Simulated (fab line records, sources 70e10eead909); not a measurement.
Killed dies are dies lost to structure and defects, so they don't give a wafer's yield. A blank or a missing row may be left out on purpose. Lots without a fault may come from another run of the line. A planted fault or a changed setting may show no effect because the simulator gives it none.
Which tool did it? | flow nand_harc | 12 lots, 36 wafers sampled, at 1 step of a route of 1302

WHAT THE GAUGES READ, wafer by wafer
NHARC_A_ONON_D2_THK_MEAS_27: measures by ellipsometry.
lot  | measured     | on            | thk_nm (nm)
L075 | day 13 03:24 | film_metro-02 | 1003 1000 1002
L078 | day 14 10:35 | film_metro-01 | 995 995 997
L077 | day 14 10:56 | film_metro-02 | 977 978 977
L081 | day 15 18:56 | film_metro-01 | 990 990 990
L082 | day 16 06:36 | film_metro-02 | 998 999 997
L085 | day 17 21:53 | film_metro-02 | 1020 1019 1021
L087 | day 18 10:59 | film_metro-02 | 993 992 993
L088 | day 19 04:01 | film_metro-02 | 999 998 1001
L090 | day 19 17:06 | film_metro-02 | 1007 1008 1005
L093 | day 20 12:38 | film_metro-02 | 1001 1001 1002
L095 | day 21 22:19 | film_metro-01 | 991 989 990
L097 | day 22 22:29 | film_metro-02 | 1019 1019 1017

WHICH TOOL RAN EACH LOT (tool, then ch and the chambers of the sampled wafers, then the start)
The record holds no process step before these readings.

THE ANSWER, worked out from the rows above alone
Rule: what is usual is taken from the lots themselves. Put in order of their means at a reading, lots are off if they are a third of the lots or fewer, leave a main group of 4 or more, and stand apart from it by a gap of 3 or more times the standard deviation of the main group's means; of several such gaps the widest counts. A main group whose means are all the same, to the digits that the tables above print for the reading, isn't used. A lot without any number at a reading at which 4 lots or more have one is off too. The other lots that the step has rows for count as sound.
No lot is off at any reading shown: from this, nothing can be told.

WHAT THE SIMULATOR HAD PUT IN
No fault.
